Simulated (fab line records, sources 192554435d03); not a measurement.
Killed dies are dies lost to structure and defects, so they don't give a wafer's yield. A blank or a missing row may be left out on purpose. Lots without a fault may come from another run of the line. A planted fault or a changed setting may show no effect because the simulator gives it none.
A struck lot beside a sound one | flow n5_finfet | 15 steps out of a route of 1938
Sound: wafers L398.1, L398.2, L398.5. Struck: wafer L410.1. (L410.2, L410.3 of the same lot were not struck and are left out.) The cause comes at the end.
At each step with rows: each side's tool, then ch and its chambers, then its first start. Under that, the readings that differ: sound wafers | struck wafers | difference of the means | sigmas: that difference in standard deviations of wafers without a fault.
alike: readings whose means differ by less than 2 such deviations, and words and numbers that are the same on both sides. not compared: withheld readings, readings that some wafer has no value for, bounds like >300 that may hide the same value, and numbers for which the record gives no deviation and whose values overlap.
The two part at a step that has a row with sigmas, a row that says differs or no value, or rows on one side only. Numbers that don't overlap but have no deviation are shown without sigmas and don't part them. A reading that every wafer of one side lacks parts them only if that side has two wafers or more.

first, 2 steps without rows for these wafers: N5_BEOL_M15_SPUTTER_45 (material Cu, target thk 100 nm, time 16.67 s); N5_BEOL_M15_ECD_47 (material Cu, target thk 1860 nm).
N5_BEOL_M15_ANNEAL_48: time 90 s.
  sound on rtp_anneal-02 ch 0, day 12 17:56; struck on rtp_anneal-02 ch 0, day 16 17:17
  reading          | sound             | struck | difference | sigmas
  wafer_temp_C_max | 226.1 226.6 226.1 | 227.3  | +1.0       | +3
  alike: anneal_temp_c
N5_BEOL_M15_CMP_49: polishes, stops on SiO2, t overpolish 4.9 s, target thk 850 nm.
  sound on cmp-01 ch 0,2,3, day 12 18:16; struck on cmp-01 ch 1, day 16 17:35
  reading            | sound             | struck | difference | sigmas
  slurry_flow_ml_min | 150.3 150.4 149.8 | 149.0  | -1.2       | -3
  alike: barrier_field_endpoint_s, motor_current_A, overpolish_run_s
N5_BEOL_M15_THK_MEAS_50: measures by xrf.
  sound on film_metro-01, day 12 18:32; struck on film_metro-01, day 16 17:53
  alike: M15_THK
then, 2 steps without rows for these wafers: N5_BEOL_M15_PRE_CLEAN_52 (time 15 s); N5_BEOL_M15_DEP_53 (deposits SiCN from 3MS/NH3, target thk 50 nm, time 17.8 s).
N5_BEOL_M15_RS_MEAS_54: measures by four-point-probe.
  sound on film_metro-01, day 12 18:40; struck on film_metro-02, day 16 18:01
  alike: M15_RS
N5_BEOL_M15_INSPECT_55: inspects for defects (darkfield).
  sound on defect_inspect-01, day 12 18:41; struck on defect_inspect-02, day 16 18:02
  alike: raw_defect_count
N5_BEOL_M15_RC_MEAS_101:
  sound on prober-02 ch 0, day 12 18:43; struck on prober-01 ch 0, day 16 18:04
  reading        | sound                   | struck  | difference | sigmas
  COMB_M13 (S/m) | 5.5e-12 5.1e-12 6.4e-12 | 3e-12   | -3e-12     | -2
  COMB_M7 (S/m)  | 2.2e-11 2.3e-11 4e-11   | 1.8e-11 | -1.0e-11   | -2
  alike: COMB_M10, COMB_M11, COMB_M11_max_site, COMB_M12, COMB_M13_max_site, COMB_M14, COMB_M15, COMB_M5, COMB_M6, COMB_M8, COMB_M9, SERP_M10, SERP_M11, SERP_M12, SERP_M13, SERP_M14, SERP_M5, SERP_M6, SERP_M7, SERP_M8, SERP_M9
N5_PASSIVATION_PECVD_00: deposits SiO2 from SiH4/N2O, target thk 200 nm, time 11.2 s.
  sound on pecvd-02 ch 1,2, day 12 19:41; struck on pecvd-01 ch 2, day 16 19:02
  alike: heater_power_outer_w, heater_power_w, showerhead_plenum_p_Torr, throttle_valve_pct
N5_MIM_BOT_DEGAS_01: time 60 s.
  sound on pvd_sputter-02, day 12 20:55; struck on pvd_sputter-03, day 16 20:20
  alike: heater_power_w
N5_MIM_BOT_SPUTTER_00: material TiN, target thk 35 nm, time 89.7 s.
  sound on pvd_sputter-02, day 12 20:57; struck on pvd_sputter-03, day 16 20:22
  reading                  | sound                | struck | difference | sigmas
  chamber_pressure_pa (Pa) | 0.5000 0.4993 0.4989 | 0.5182 | +0.0188    | +17
  alike: throttle_valve_pct
N5_MIM_TOP_ALD_00: deposits Al2O3, purge time 3 s, co reactant pulse time 3 s.
  sound on ald_hk-01 ch 0,1,2, day 12 21:03; struck on ald_hk-01 ch 2, day 16 20:28
  alike: precursor_pulse_height_rel
N5_PASSIVATION_PROBE_49:
  the record has rows for the struck wafers here (prober-01, day 17 11:44) and none for the sound ones

WHERE THEY PART
First at N5_BEOL_M15_ANNEAL_48; last, within this record, at N5_PASSIVATION_PROBE_49.

WHY: what the simulator had put in
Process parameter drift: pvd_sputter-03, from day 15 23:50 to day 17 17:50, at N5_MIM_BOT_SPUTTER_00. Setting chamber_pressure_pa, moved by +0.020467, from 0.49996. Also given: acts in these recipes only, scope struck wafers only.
